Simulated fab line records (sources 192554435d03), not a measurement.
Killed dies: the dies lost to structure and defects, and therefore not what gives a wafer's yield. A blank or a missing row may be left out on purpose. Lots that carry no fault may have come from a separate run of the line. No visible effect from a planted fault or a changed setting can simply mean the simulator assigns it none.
Chamber matching || flow n5Finfet || pecvd-03 running N5_BEOL_M10_ILD_DEP_00: 3 sister chambers
The step deposits SiCOH lowk from DEMS/porogen, target thk 308.51 nm, time 58 s. 6 wafers are shown with their chamber, then 12 later ones without.

WAFERS WITH THEIR CHAMBER
{"wafer": "L087.2", "chamber": 0, "throttleValvePct (%)": 14.5, "showerheadPlenumPTorr (Torr)": 5.720}
{"wafer": "L087.3", "chamber": 1, "throttleValvePct (%)": 13.2, "showerheadPlenumPTorr (Torr)": 5.763}
{"wafer": "L087.6", "chamber": 1, "throttleValvePct (%)": 13.1, "showerheadPlenumPTorr (Torr)": 5.759}
{"wafer": "L089.1", "chamber": 2, "throttleValvePct (%)": 13.1, "showerheadPlenumPTorr (Torr)": 5.750}
{"wafer": "L089.4", "chamber": 0, "throttleValvePct (%)": 14.4, "showerheadPlenumPTorr (Torr)": 5.720}
{"wafer": "L089.6", "chamber": 2, "throttleValvePct (%)": 13.2, "showerheadPlenumPTorr (Torr)": 5.756}

WAFERS WHOSE CHAMBER IS MISSING
{"wafer": "L091.2", "throttleValvePct (%)": 13.2, "showerheadPlenumPTorr (Torr)": 5.764}
{"wafer": "L091.5", "throttleValvePct (%)": 14.1, "showerheadPlenumPTorr (Torr)": 5.730}
{"wafer": "L091.6", "throttleValvePct (%)": 13.4, "showerheadPlenumPTorr (Torr)": 5.739}
{"wafer": "L094.3", "throttleValvePct (%)": 13.6, "showerheadPlenumPTorr (Torr)": 5.765}
{"wafer": "L094.5", "throttleValvePct (%)": 13.1, "showerheadPlenumPTorr (Torr)": 5.776}
{"wafer": "L094.6", "throttleValvePct (%)": 14.3, "showerheadPlenumPTorr (Torr)": 5.708}
{"wafer": "L096.1", "throttleValvePct (%)": 13.1, "showerheadPlenumPTorr (Torr)": 5.755}
{"wafer": "L096.2", "throttleValvePct (%)": 13.4, "showerheadPlenumPTorr (Torr)": 5.756}
{"wafer": "L096.5", "throttleValvePct (%)": 13.4, "showerheadPlenumPTorr (Torr)": 5.762}
{"wafer": "L097.3", "throttleValvePct (%)": 13.6, "showerheadPlenumPTorr (Torr)": 5.747}
{"wafer": "L097.4", "throttleValvePct (%)": 13.5, "showerheadPlenumPTorr (Torr)": 5.752}
{"wafer": "L097.5", "throttleValvePct (%)": 14.5, "showerheadPlenumPTorr (Torr)": 5.713}

CHAMBER TAKEN BY EACH
{"wafer": "L091.2", "from the rows above": 1, "in truth": 1}
{"wafer": "L091.5", "from the rows above": 0, "in truth": 0}
{"wafer": "L091.6", "from the rows above": 2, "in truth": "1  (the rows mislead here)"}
{"wafer": "L094.3", "from the rows above": "can't be placed: 1 or 2", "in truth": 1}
{"wafer": "L094.5", "from the rows above": 1, "in truth": 1}
{"wafer": "L094.6", "from the rows above": 0, "in truth": 0}
{"wafer": "L096.1", "from the rows above": "can't be placed: 2 or 1", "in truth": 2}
{"wafer": "L096.2", "from the rows above": "can't be placed: 2 or 1", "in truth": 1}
{"wafer": "L096.5", "from the rows above": "can't be placed: 1 or 2", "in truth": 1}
{"wafer": "L097.3", "from the rows above": "can't be placed: 2 or 1", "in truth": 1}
{"wafer": "L097.4", "from the rows above": "can't be placed: 2 or 1", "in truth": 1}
{"wafer": "L097.5", "from the rows above": 0, "in truth": 0}
Placed correctly: 5 of 12. Cannot be placed on the basis of these rows: 6; the candidates contain the true chamber in 6. 1 placed wrongly.
How it was worked out, from the rows above alone: a wafer's distance from a chamber is the root of the sum, over the readings, of the square of ((its reading less the chamber's mean) divided by the reading's scatter). The wafer belongs to the nearest chamber; if the next one is less than 2 further off, it can't be placed. The mean given for a chamber averages the wafers shown for that chamber. How the scatter is found: for the shown wafers, subtract from each reading the mean of its chamber, square and add these, divide the total by (wafers less chambers), then take the root.
